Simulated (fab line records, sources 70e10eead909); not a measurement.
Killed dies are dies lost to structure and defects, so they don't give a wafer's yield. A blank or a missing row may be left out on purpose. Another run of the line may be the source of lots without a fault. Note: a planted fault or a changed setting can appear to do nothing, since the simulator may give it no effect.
fab line records + flow nand_harc
record:
- lots: 7
- wafers: 21
- last_day: 24
route steps=1159 shown A_CONTACT@938
lots that met no fault: from a run of the same line without faults
start_h: hours from the record's first day to the start of the lot's first wafer shown + wait_h: hours since the lot's step before + " repeats the value in the row above + L1.1+2: a single row standing in for several wafers + - no value, or no start was given + * or withheld: withheld + < > ~ a bound
route shown NAME@n: NAME is a module with steps in the file, n the number in the route of the first one + usual: the fault-free wafers' mean and standard deviation + same: alike in all rows + chamber/n: place in a boat + sites: the reading at each site + _std_site: the values' standard deviation + _edge_site: mean of outer sites minus mean of inner sites + radius_mm: for every site, how far away it sits from the centre of the wafer + mask NAME#n: copy n + behind: the most recent tool/chamber to have shaped the wafer + hold: why the lot was held/for how many hours/how that ended + device: names the non-switching transistor (n, p or np) + end of line: the same wafers' tests at the end of the route + a step without rows: its recipe alone + killed: not the wafer's yield, but the dies lost to structure and defects at the first sort + map: shows each die of a wafer: x if killed, . if not, _ if none is there
set.NAME: the run value of the setting; set.NAME@STEP: its run value at that earlier step + model.NAME: the simulator's own value behind a step, which no gauge read
lots at selected steps of the route; one table per step, one row per wafer
services: the hour from which a tool's chamber was out of use, counted from the record's first day as start_h (under 0 if before that day), plus the number of hours and why
== steps ==
step: NHARC_A_CONTACT_DESCUM_13
recipe:
- time_s: 3
- o2_flow_sccm: 200
- ar_flow_sccm: 0
- bias_power_w: 0
- chemistry: O2
usual:
- drypump_motor_current_A: 5.6/0.47
- oes_product_au: 0.998/0.0085
- rf_vpp_V: 57.8/0.98
- showerhead_plenum_p_Torr: 1.92/0.094
- throttle_valve_pct: 11.313/0.0096
| lot.wafer | tool        | chamber | start_h | wait_h | drypump_motor_current_A | oes_product_au | rf_hours_counter_h | rf_vpp_V | showerhead_plenum_p_Torr | throttle_valve_pct |
|-----------|-------------|---------|---------|--------|-------------------------|----------------|--------------------|----------|--------------------------|--------------------|
| L687.3    | rie_diel-09 | 3       | 444.39  | 0.1    | 5.6                     | 1.004          | 2                  | 59.9     | 1.99                     | 11.317             |
| L687.1    | "           | 0       | "       | "      | 6.4                     | 0.996          | 1                  | 57.2     | 1.94                     | 11.309             |
| L687.6    | "           | 2       | "       | "      | 5.6                     | 0.997          | -                  | 56.9     | 1.96                     | 11.310             |
| L690.4    | rie_diel-03 | 3       | 464.13  | 0.1    | 5.3                     | 1.003          | 20                 | 56.6     | 1.77                     | 11.285             |
| L690.5    | "           | 0       | "       | "      | 5.8                     | 0.992          | -                  | 57.7     | 1.94                     | 11.325             |
| L690.6    | "           | 1       | "       | "      | 4.7                     | 1.017          | -                  | 58.6     | 1.98                     | 11.304             |
| L692.2    | rie_diel-01 | 0       | 479.41  | 0.1    | 5.7                     | 0.995          | 34                 | 58.9     | 2.06                     | 11.302             |
| L692.1    | "           | 1       | "       | "      | 6.0                     | 0.988          | 31                 | 57.8     | 1.81                     | 11.325             |
| L692.5    | "           | 0       | "       | "      | 5.7                     | 0.992          | -                  | 58.3     | 2.06                     | 11.313             |
| L693.3    | rie_diel-03 | 2       | 492.37  | 0.1    | 5.2                     | 1.007          | 33                 | 58.3     | 2.02                     | 11.298             |
| L693.1    | "           | 0       | "       | "      | 5.8                     | 0.988          | 24                 | 56.1     | 1.94                     | 11.310             |
| L693.5    | "           | 2       | "       | "      | 5.1                     | 1.002          | -                  | 58.5     | 2.02                     | 11.308             |
| L694.4    | rie_diel-09 | 3       | 492.63  | 0.1    | 5.6                     | 1.017          | 22                 | 58.9     | 1.99                     | 11.307             |
| L694.3    | "           | 1       | "       | "      | 5.0                     | 1.010          | 20                 | 58.7     | 1.77                     | 11.317             |
| L694.6    | "           | 3       | "       | "      | 5.6                     | 1.003          | -                  | 58.1     | 1.99                     | 11.300             |
| L698.3    | rie_diel-03 | 1       | 516.95  | 0.1    | 4.7                     | 1.007          | 48                 | 58.3     | 1.97                     | 11.309             |
| L698.1    | "           | 3       | "       | "      | 5.3                     | 0.996          | 39                 | 57.4     | 1.77                     | 11.311             |
| L698.4    | "           | 3       | "       | "      | 5.3                     | 0.986          | -                  | 58.4     | 1.77                     | 11.304             |
| L699.2    | rie_diel-01 | 0       | 523.93  | 0.1    | 5.7                     | 1.003          | 6                  | 57.1     | 2.06                     | 11.322             |
| L699.4    | "           | 2       | "       | "      | 5.6                     | 0.994          | 5                  | 59.5     | 1.86                     | 11.300             |
| L699.6    | "           | 3       | "       | "      | 6.2                     | 0.987          | -                  | 57.7     | 1.88                     | 11.302             |
step: NHARC_A_CONTACT_ETCH_88
recipe:
- target_depth_a: 390
- over_etch_frac: 0.3
- time_s: 65
- ion_energy_ev: 80
- cf4_flow_sccm: 150
- ar_flow_sccm: 0
- rf_w: 300
- bias_w: 100
- chemistry: CF4
usual:
- bias_w: 100.0/0.32
- cf4_flow_sccm: 150.0/0.46
- drypump_motor_current_A: 5.6/0.46
- oes_product_au: 0.997/0.009
- rf_vpp_V: 151.3/1.3
- showerhead_plenum_p_Torr: 1.77/0.081
- throttle_valve_pct: 13.284/0.0086
| lot.wafer | tool        | chamber | start_h | wait_h | bias_w | cf4_flow_sccm | drypump_motor_current_A | oes_product_au | rf_hours_counter_h | rf_vpp_V | showerhead_plenum_p_Torr | throttle_valve_pct |
|-----------|-------------|---------|---------|--------|--------|---------------|-------------------------|----------------|--------------------|----------|--------------------------|--------------------|
| L687.1    | rie_diel-09 | 2       | 444.47  | 0.1    | 100.1  | 149.5         | 5.6                     | 0.984          | 2                  | 151.0    | 1.80                     | 13.281             |
| L687.3    | "           | 1       | "       | "      | 99.6   | 150.2         | 5.0                     | 1.024          | 1                  | 150.5    | 1.65                     | 13.288             |
| L687.6    | "           | 2       | "       | "      | 99.8   | 149.6         | 5.6                     | 0.996          | -                  | 152.2    | 1.80                     | 13.294             |
| L690.4    | rie_diel-03 | 0       | 464.19  | 0.1    | 99.8   | 150.1         | 5.8                     | 0.994          | 13                 | 150.9    | 1.79                     | 13.295             |
| L690.6    | "           | 0       | "       | "      | 99.7   | 150.1         | 5.8                     | 0.987          | -                  | 151.6    | 1.79                     | 13.282             |
| L690.5    | "           | 1       | "       | "      | 99.8   | 149.3         | 4.7                     | 0.997          | -                  | 151.8    | 1.83                     | 13.274             |
| L692.1    | rie_diel-01 | 3       | 479.49  | 0.1    | 99.7   | 150.5         | 6.2                     | 1.002          | 34                 | 151.3    | 1.74                     | 13.271             |
| L692.2    | "           | 0       | "       | "      | 100.3  | 149.3         | 5.7                     | 0.987          | 34                 | 153.6    | 1.90                     | 13.274             |
| L692.5    | "           | 3       | "       | "      | 99.9   | 149.9         | 6.2                     | 0.997          | -                  | 149.3    | 1.74                     | 13.296             |
| L693.1    | rie_diel-03 | 3       | 492.47  | 0.1    | 99.9   | 150.4         | 5.3                     | 0.990          | 31                 | 149.7    | 1.65                     | 13.284             |
| L693.3    | "           | 0       | "       | "      | 100.0  | 149.7         | 5.8                     | 0.994          | 24                 | 150.5    | 1.79                     | 13.294             |
| L693.5    | "           | 3       | "       | "      | 99.9   | 150.1         | 5.3                     | 0.995          | -                  | 150.4    | 1.65                     | 13.278             |
| L694.4    | rie_diel-09 | 3       | 492.72  | 0.1    | 100.6  | 149.5         | 5.6                     | 1.015          | 22                 | 152.8    | 1.83                     | 13.289             |
| L694.3    | "           | 0       | "       | "      | 100.0  | 150.1         | 6.3                     | 1.007          | 21                 | 153.5    | 1.79                     | 13.291             |
| L694.6    | "           | 0       | "       | "      | 100.2  | 150.7         | 6.4                     | 0.992          | -                  | 150.5    | 1.79                     | 13.282             |
| L698.3    | rie_diel-03 | 0       | 517.04  | 0.1    | 100.7  | 149.8         | 5.8                     | 0.984          | 33                 | 150.0    | 1.79                     | 13.280             |
| L698.1    | "           | 3       | "       | "      | 99.6   | 149.5         | 5.3                     | 1.001          | 39                 | 149.0    | 1.64                     | 13.281             |
| L698.4    | "           | 3       | "       | "      | 100.1  | 149.5         | 5.3                     | 0.992          | -                  | 149.5    | 1.64                     | 13.281             |
| L699.4    | rie_diel-01 | 3       | 524.01  | 0.1    | 99.6   | 148.9         | 6.2                     | 0.977          | 6                  | 151.5    | 1.74                     | 13.287             |
| L699.2    | "           | 2       | "       | "      | 100.0  | 149.9         | 5.6                     | 0.991          | 5                  | 151.0    | 1.72                     | 13.287             |
| L699.6    | "           | 0       | "       | "      | 99.8   | 149.3         | 5.7                     | 0.991          | -                  | 153.6    | 1.90                     | 13.285             |
step: NHARC_A_CONTACT_ETCH_89
recipe:
- target_depth_a: 2600
- over_etch_frac: 0.3
- time_s: 475.3
- ion_energy_ev: 200
- n2_flow_sccm: 150
- h2_flow_sccm: 150
- ar_flow_sccm: 0
- rf_w: 400
- bias_w: 150
- chemistry: N2/H2
step: NHARC_A_CONTACT_ETCH_30
recipe:
- target_depth_a: 605
- time_s: 30.2
- cf4_flow_sccm: 100
- chf3_flow_sccm: 30
- ar_flow_sccm: 0
- rf_w: 500
- bias_w: 200
- chemistry: CF4/CHF3
usual:
- bias_w: 200.0/0.6
- cf4_flow_sccm: 99.96/0.29
- drypump_motor_current_A: 5.6/0.45
- oes_product_au: 0.930/0.017
- rf_vpp_V: 370.6/2.8
- showerhead_plenum_p_Torr: 1.57/0.077
- throttle_valve_pct: 16.804/0.0084
| lot.wafer | tool        | chamber | start_h | wait_h | bias_w | cf4_flow_sccm | drypump_motor_current_A | oes_product_au | rf_hours_counter_h | rf_vpp_V | showerhead_plenum_p_Torr | throttle_valve_pct |
|-----------|-------------|---------|---------|--------|--------|---------------|-------------------------|----------------|--------------------|----------|--------------------------|--------------------|
| L687.1    | rie_diel-09 | 1       | -       | -      | 200.1  | 99.78         | 5.0                     | 0.963          | 2                  | 366.6    | 1.47                     | 16.801             |
| L687.3    | "           | 3       | "       | "      | 199.9  | 99.94         | 5.6                     | 0.957          | 3                  | 374.1    | 1.64                     | 16.798             |
| L687.6    | "           | 0       | "       | "      | 200.6  | 100.34        | 6.4                     | 0.955          | -                  | 372.2    | 1.60                     | 16.813             |
| L690.4    | rie_diel-03 | 1       | -       | -      | 199.6  | 99.69         | 4.7                     | 0.952          | 28                 | 371.8    | 1.63                     | 16.803             |
| L690.6    | "           | 2       | "       | "      | 199.7  | 100.13        | 5.2                     | 0.981          | -                  | 374.1    | 1.66                     | 16.811             |
| L690.5    | "           | 3       | "       | "      | 199.6  | 100.37        | 5.3                     | 0.967          | -                  | 367.2    | 1.46                     | 16.817             |
| L692.1    | rie_diel-01 | 2       | -       | -      | 200.1  | 99.85         | 5.6                     | 0.915          | 26                 | 369.8    | 1.53                     | 16.799             |
| L692.2    | "           | 0       | "       | "      | 199.7  | 100.30        | 5.7                     | 0.918          | 34                 | 373.9    | 1.69                     | 16.816             |
| L692.5    | "           | 1       | "       | "      | 198.7  | 100.16        | 6.0                     | 0.927          | -                  | 366.1    | 1.49                     | 16.804             |
| L693.1    | rie_diel-03 | 3       | -       | -      | 200.1  | 99.62         | 5.3                     | 0.927          | 31                 | 366.0    | 1.46                     | 16.811             |
| L693.3    | "           | 1       | "       | "      | 201.6  | 100.06        | 4.7                     | 0.939          | 40                 | 373.5    | 1.62                     | 16.801             |
| L693.5    | "           | 3       | "       | "      | 199.8  | 99.73         | 5.3                     | 0.928          | -                  | 366.2    | 1.46                     | 16.807             |
| L694.3    | rie_diel-09 | 0       | -       | -      | 199.8  | 100.24        | 6.4                     | 0.927          | 21                 | 371.5    | 1.59                     | 16.787             |
| L694.4    | "           | 2       | "       | "      | 200.1  | 99.65         | 5.6                     | 0.913          | 19                 | 371.2    | 1.60                     | 16.808             |
| L694.6    | "           | 0       | "       | "      | 200.0  | 100.15        | 6.4                     | 0.932          | -                  | 371.8    | 1.59                     | 16.800             |
| L698.3    | rie_diel-03 | 0       | -       | -      | 200.6  | 99.83         | 5.8                     | 0.948          | 33                 | 372.4    | 1.59                     | 16.808             |
| L698.1    | "           | 1       | "       | "      | 198.9  | 99.78         | 4.7                     | 0.965          | 48                 | 371.6    | 1.62                     | 16.800             |
| L698.4    | "           | 0       | "       | "      | 199.7  | 100.21        | 5.7                     | 0.960          | -                  | 370.8    | 1.59                     | 16.797             |
| L699.4    | rie_diel-01 | 1       | -       | -      | 200.5  | 99.85         | 6.1                     | 0.910          | 6                  | 369.2    | 1.49                     | 16.805             |
| L699.2    | "           | 2       | "       | "      | 199.8  | 100.10        | 5.6                     | 0.922          | 5                  | 368.9    | 1.53                     | 16.796             |
| L699.6    | "           | 0       | "       | "      | 200.4  | 100.06        | 5.7                     | 0.907          | -                  | 375.4    | 1.69                     | 16.792             |
step: NHARC_A_CONTACT_ETCH_31
recipe:
- target_depth_a: 20000
- over_etch_frac: 0.3
- time_s: 520
- ion_energy_ev: 150
- o2_flow_sccm: 400
- cos_flow_sccm: 20
- ar_flow_sccm: 0
- rf_w: 500
- bias_w: 300
- chemistry: O2/COS
step: NHARC_A_CONTACT_ETCH_134
recipe:
- source_w: withheld
- pressure_mtorr: 20
- bias_v: withheld
- time_s: 140
- target_depth_a: 7000
- ar_flow_sccm: withheld
- c4f8_flow_sccm: withheld
- o2_flow_sccm: withheld
- chemistry: C4F8/O2/Ar
usual:
- chamber_pressure_mTorr: 20.003/0.018
- oes_air_line_au: 0.998/0.023
| lot.wafer | tool            | chamber | start_h | wait_h | chamber_pressure_mTorr | oes_air_line_au | rf_hours_counter_h |
|-----------|-----------------|---------|---------|--------|------------------------|-----------------|--------------------|
| L687.1    | har_cap_etch-01 | 1       | 445.43  | -      | 20.005                 | 1.017           | 70                 |
| L687.3    | "               | 1       | "       | "      | 19.973                 | 1.012           | -                  |
| L687.6    | "               | 1       | "       | "      | 20.008                 | 1.002           | -                  |
| L690.4    | har_cap_etch-02 | 1       | 465.19  | -      | 20.022                 | 1.007           | -                  |
| L690.6    | "               | 0       | "       | "      | 19.982                 | 0.974           | -                  |
| L690.5    | "               | 1       | "       | "      | 20.002                 | 1.028           | -                  |
| L692.2    | har_cap_etch-02 | 0       | 480.74  | -      | 20.037                 | 0.940           | 28                 |
| L692.1    | "               | 1       | "       | "      | 20.013                 | 0.982           | 28                 |
| L692.5    | "               | 1       | "       | "      | 20.000                 | 0.993           | -                  |
| L693.1    | har_cap_etch-01 | 0       | 493.40  | -      | 20.004                 | 1.033           | 78                 |
| L693.3    | "               | 1       | "       | "      | 20.003                 | 1.004           | -                  |
| L693.5    | "               | 0       | "       | "      | 20.015                 | 1.048           | -                  |
| L694.3    | har_cap_etch-02 | 0       | 493.69  | -      | 19.961                 | 1.009           | -                  |
| L694.4    | "               | 1       | "       | "      | 19.964                 | 0.996           | -                  |
| L694.6    | "               | 0       | "       | "      | 19.991                 | 1.022           | -                  |
| L698.1    | har_cap_etch-01 | 1       | 518.15  | -      | 20.014                 | 0.983           | 83                 |
| L698.3    | "               | 0       | "       | "      | 20.024                 | 0.984           | -                  |
| L698.4    | "               | 1       | "       | "      | 19.982                 | 1.019           | -                  |
| L699.2    | har_cap_etch-01 | 0       | 525.87  | -      | 19.987                 | 0.986           | 85                 |
| L699.4    | "               | 1       | "       | "      | 20.010                 | 1.000           | -                  |
| L699.6    | "               | 1       | "       | "      | 19.993                 | 1.014           | -                  |
step: NHARC_A_CONTACT_ETCH_135
recipe:
- source_w: withheld
- pressure_mtorr: 20
- bias_v: 3000
- time_s: 132
- target_depth_a: 12870
- ar_flow_sccm: withheld
- c4f8_flow_sccm: withheld
- o2_flow_sccm: withheld
- chemistry: C4F8/O2/Ar
step: NHARC_A_CONTACT_ETCH_136
recipe:
- source_w: withheld
- pressure_mtorr: 20
- bias_v: 3000
- time_s: 132
- target_depth_a: 12870
- ar_flow_sccm: withheld
- c4f8_flow_sccm: withheld
- o2_flow_sccm: withheld
- chemistry: C4F8/O2/Ar
step: NHARC_A_CONTACT_ETCH_137
recipe:
- source_w: withheld
- pressure_mtorr: 20
- bias_v: 3000
- time_s: 132
- target_depth_a: 12870
- ar_flow_sccm: withheld
- c4f8_flow_sccm: withheld
- o2_flow_sccm: withheld
- chemistry: C4F8/O2/Ar
step: NHARC_A_CONTACT_ETCH_138
recipe:
- source_w: withheld
- pressure_mtorr: 20
- bias_v: 3000
- time_s: 132
- target_depth_a: 12890
- ar_flow_sccm: withheld
- c4f8_flow_sccm: withheld
- o2_flow_sccm: withheld
- chemistry: C4F8/O2/Ar
usual:
- chamber_pressure_mTorr: 19.999/0.015
- oes_air_line_au: 1.001/0.019
| lot.wafer | tool            | chamber | start_h | wait_h | chamber_pressure_mTorr | oes_air_line_au | rf_hours_counter_h |
|-----------|-----------------|---------|---------|--------|------------------------|-----------------|--------------------|
| L687.1    | har_cap_etch-01 | 1       | 446.00  | 0.1    | 19.996                 | 0.989           | 70                 |
| L687.3    | "               | 1       | "       | "      | 19.994                 | 0.985           | -                  |
| L687.6    | "               | 1       | "       | "      | 20.013                 | 0.994           | -                  |
| L690.4    | har_cap_etch-02 | 1       | 465.72  | 0.1    | 20.017                 | 1.030           | -                  |
| L690.6    | "               | 0       | "       | "      | 19.998                 | 1.000           | -                  |
| L690.5    | "               | 1       | "       | "      | 20.011                 | 1.016           | -                  |
| L692.2    | har_cap_etch-02 | 0       | 481.30  | 0.1    | 20.021                 | 1.010           | 29                 |
| L692.1    | "               | 1       | "       | "      | 19.996                 | 1.015           | 29                 |
| L692.5    | "               | 1       | "       | "      | 20.005                 | 1.003           | -                  |
| L693.1    | har_cap_etch-01 | 0       | 493.96  | 0.1    | 19.992                 | 1.022           | 78                 |
| L693.3    | "               | 1       | "       | "      | 19.989                 | 1.019           | -                  |
| L693.5    | "               | 0       | "       | "      | 19.989                 | 1.006           | -                  |
| L694.3    | har_cap_etch-02 | 0       | 494.23  | 0.1    | 20.003                 | 0.931           | -                  |
| L694.4    | "               | 1       | "       | "      | 20.009                 | 1.003           | -                  |
| L694.6    | "               | 0       | "       | "      | 20.003                 | 0.975           | -                  |
| L698.1    | har_cap_etch-01 | 1       | 518.71  | 0.1    | 19.991                 | 1.004           | 84                 |
| L698.3    | "               | 0       | "       | "      | 20.020                 | 1.035           | -                  |
| L698.4    | "               | 1       | "       | "      | 20.012                 | 1.000           | -                  |
| L699.2    | har_cap_etch-01 | 0       | 526.42  | 0.1    | 19.978                 | 1.011           | 85                 |
| L699.4    | "               | 1       | "       | "      | 19.990                 | 1.005           | -                  |
| L699.6    | "               | 1       | "       | "      | 19.984                 | 1.026           | -                  |
step: NHARC_A_CONTACT_ETCH_139
recipe:
- source_w: withheld
- pressure_mtorr: 20
- bias_v: 400
- time_s: 137
- target_depth_a: 5900
- ar_flow_sccm: withheld
- c4f8_flow_sccm: 11.5
- o2_flow_sccm: 7.2
- chemistry: C4F8/O2/Ar
step: NHARC_A_CONTACT_ETCH_92
recipe:
- target_depth_a: 400
- over_etch_frac: 0.5
- time_s: 85.7
- ion_energy_ev: 120
- ch3f_flow_sccm: 50
- o2_flow_sccm: 30
- ar_flow_sccm: 200
- rf_w: 500
- bias_w: 100
- chemistry: CH3F/O2
step: NHARC_A_CONTACT_ETCH_98
recipe:
- target_depth_a: 200
- over_etch_frac: 0.5
- time_s: 10
- ion_energy_ev: 250
- c4f6_flow_sccm: 25
- o2_flow_sccm: 20
- ar_flow_sccm: 500
- rf_w: 600
- bias_w: 500
- chemistry: C4F6/O2
usual:
- bias_w: 500.0/1.5
- c4f6_flow_sccm: 25.00/0.072
- drypump_motor_current_A: 5.7/0.43
- oes_product_au: 0.958/0.022
- rf_vpp_V: 547/3.7
- showerhead_plenum_p_Torr: 3.92/0.18
- throttle_valve_pct: 26.902/0.0098
| lot.wafer | tool        | chamber | start_h | wait_h | bias_w | c4f6_flow_sccm | drypump_motor_current_A | oes_product_au | rf_hours_counter_h | rf_vpp_V | showerhead_plenum_p_Torr | throttle_valve_pct |
|-----------|-------------|---------|---------|--------|--------|----------------|-------------------------|----------------|--------------------|----------|--------------------------|--------------------|
| L687.1    | rie_diel-01 | 3       | 446.66  | -      | 502.7  | 24.95          | 6.2                     | 0.940          | 28                 | 546      | 3.86                     | 26.899             |
| L687.3    | "           | 0       | "       | "      | 499.5  | 24.83          | 5.7                     | 0.934          | 26                 | 552      | 4.21                     | 26.892             |
| L687.6    | "           | 3       | "       | "      | 500.8  | 25.00          | 6.2                     | 0.942          | -                  | 545      | 3.86                     | 26.904             |
| L690.4    | rie_diel-09 | 2       | 466.94  | 0.4    | 501.6  | 24.91          | 5.7                     | 0.989          | -                  | 547      | 4.00                     | 26.897             |
| L690.5    | "           | 3       | "       | "      | 501.8  | 24.85          | 5.6                     | 0.997          | -                  | 548      | 4.07                     | 26.902             |
| L690.6    | "           | 1       | "       | "      | 498.4  | 24.99          | 5.0                     | 0.992          | -                  | 542      | 3.66                     | 26.914             |
| L692.2    | rie_diel-03 | 0       | 481.96  | -      | -      | -              | -                       | -              | -                  | -        | -                        | -                  |
| L692.1    | "           | 1       | "       | "      | -      | -              | -                       | -              | -                  | -        | -                        | -                  |
| L692.5    | "           | 1       | "       | "      | -      | -              | -                       | -              | -                  | -        | -                        | -                  |
| L693.3    | rie_diel-03 | 3       | 494.67  | -      | -      | -              | -                       | -              | -                  | -        | -                        | -                  |
| L693.1    | "           | 1       | "       | "      | -      | -              | -                       | -              | -                  | -        | -                        | -                  |
| L693.5    | "           | 3       | "       | "      | -      | -              | -                       | -              | -                  | -        | -                        | -                  |
| L694.3    | rie_diel-09 | 1       | 494.88  | -      | -      | -              | -                       | -              | -                  | -        | -                        | -                  |
| L694.4    | "           | 2       | "       | "      | -      | -              | -                       | -              | -                  | -        | -                        | -                  |
| L694.6    | "           | 0       | "       | "      | -      | -              | -                       | -              | -                  | -        | -                        | -                  |
| L698.4    | rie_diel-01 | 2       | 519.37  | -      | 501.5  | 25.04          | 5.6                     | 0.993          | 3                  | 545      | 3.83                     | 26.901             |
| L698.3    | "           | 3       | "       | "      | 499.3  | 25.03          | 6.2                     | 0.986          | 4                  | 547      | 3.85                     | 26.901             |
| L698.1    | "           | 1       | "       | "      | 501.2  | 24.99          | 6.0                     | 0.983          | 4                  | 542      | 3.72                     | 26.886             |
| L699.2    | rie_diel-01 | 3       | 527.10  | -      | 499.5  | 24.89          | 6.2                     | 0.940          | 7                  | 544      | 3.85                     | 26.887             |
| L699.4    | "           | 1       | "       | "      | 498.4  | 24.98          | 6.1                     | 0.954          | 6                  | 543      | 3.72                     | 26.889             |
| L699.6    | "           | 0       | "       | "      | 499.1  | 25.11          | 5.7                     | 0.947          | -                  | 552      | 4.20                     | 26.913             |
step: NHARC_A_CONTACT_CD_MEAS_15
usual:
- cd_nm: 89.8/0.55
| lot.wafer | tool      | chamber | start_h | wait_h | cd_nm |
|-----------|-----------|---------|---------|--------|-------|
| L687.1    | cd_sem-03 | -       | 446.74  | -      | 89.3  |
| L687.3    | "         | -       | "       | "      | 89.7  |
| L687.6    | "         | -       | "       | "      | 90.3  |
| L690.4    | cd_sem-03 | -       | 467.03  | -      | 90.5  |
| L690.5    | "         | -       | "       | "      | 90.2  |
| L690.6    | "         | -       | "       | "      | 90.3  |
| L692.1    | cd_sem-01 | -       | 482.04  | -      | 89.7  |
| L692.2    | "         | -       | "       | "      | 90.1  |
| L692.5    | "         | -       | "       | "      | 90.0  |
| L693.1    | cd_sem-02 | -       | 494.75  | -      | 89.8  |
| L693.3    | "         | -       | "       | "      | 89.7  |
| L693.5    | "         | -       | "       | "      | 89.7  |
| L694.3    | cd_sem-03 | -       | 494.97  | -      | 90.0  |
| L694.4    | "         | -       | "       | "      | 89.7  |
| L694.6    | "         | -       | "       | "      | 89.9  |
| L698.1    | cd_sem-03 | -       | 519.45  | -      | 90.1  |
| L698.3    | "         | -       | "       | "      | 90.0  |
| L698.4    | "         | -       | "       | "      | 89.9  |
| L699.2    | cd_sem-03 | -       | 527.19  | -      | 89.4  |
| L699.4    | "         | -       | "       | "      | 90.4  |
| L699.6    | "         | -       | "       | "      | 90.4  |
== services ==
| tool        | chamber | start_h | hours | kind   |
|-------------|---------|---------|-------|--------|
| rie_diel-01 | 0       | 424.13  | 5.2   | repair |
| rie_diel-03 | 0       | 425.84  | -     | clean  |
| rie_diel-03 | 1       | 425.84  | -     | clean  |
| rie_diel-03 | 2       | 425.84  | -     | clean  |
| rie_diel-03 | 3       | 425.84  | -     | clean  |
| rie_diel-09 | -       | 432.52  | 9.0   | pm     |
| rie_diel-03 | 0       | 450.34  | -     | clean  |
| rie_diel-03 | 1       | 450.34  | -     | clean  |
| rie_diel-03 | 2       | 450.34  | -     | clean  |
| rie_diel-03 | 3       | 450.34  | -     | clean  |
| rie_diel-01 | -       | 465.79  | 1.9   | repair |
| rie_diel-03 | 0       | 474.84  | -     | clean  |
| rie_diel-03 | 1       | 474.84  | -     | clean  |
| rie_diel-03 | 2       | 474.84  | -     | clean  |
| rie_diel-03 | 3       | 474.84  | -     | clean  |
| rie_diel-01 | -       | 491.84  | 9.0   | pm     |
| rie_diel-03 | 0       | 499.75  | -     | clean  |
| rie_diel-03 | 1       | 499.75  | -     | clean  |
| rie_diel-03 | 2       | 499.75  | -     | clean  |
| rie_diel-03 | 3       | 499.75  | -     | clean  |
| rie_diel-03 | 2       | 513.89  | 7.6   | repair |
| rie_diel-09 | 3       | 514.81  | 12.1  | repair |
| rie_diel-01 | -       | 515.86  | 0.1   | repair |
| rie_diel-03 | 0       | 524.30  | -     | clean  |
== key ==
first_sign:
- step: NHARC_A_CONTACT_ETCH_98
- reading: tool_record
- direction: missing
effect none on later readings
met_at NHARC_A_CONTACT_ETCH_98
struck_wafers L692.1,L692.2,L692.5,L693.1,L693.3,L693.5,L694.3,L694.4,L694.6
later_rows_left_out L692.1,L692.2,L692.5,L693.1,L693.3,L693.5,L694.3,L694.4,L694.6
sort_left_out L692.1,L692.2,L692.5,L693.1,L693.3,L693.5,L694.3,L694.4,L694.6
tester_left_out L692,L693,L694
onset_between 466.94 481.96
fault:
- kind: skipped_step_whole
- tool: rie_diel-03,rie_diel-09
- chamber: -
- onset_h: 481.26
- steps: NHARC_A_CONTACT_ETCH_98
- scope: struck_lots_only
tester_left_out: of these lots the tester's yield and bins aren't shown, on N5 and GAA mostly nor the transistor test; their killed dies are dies lost to structure and defects alone, not to doping, threshold or leakage, so they don't give the yield
sort_left_out: the simulated sort isn't trusted on such a fault, so these wafers' sort isn't shown, and their yield isn't known
later_rows_left_out: the simulator's readings of these wafers behind a module that went badly wrong aren't trusted and aren't shown, but for the sort
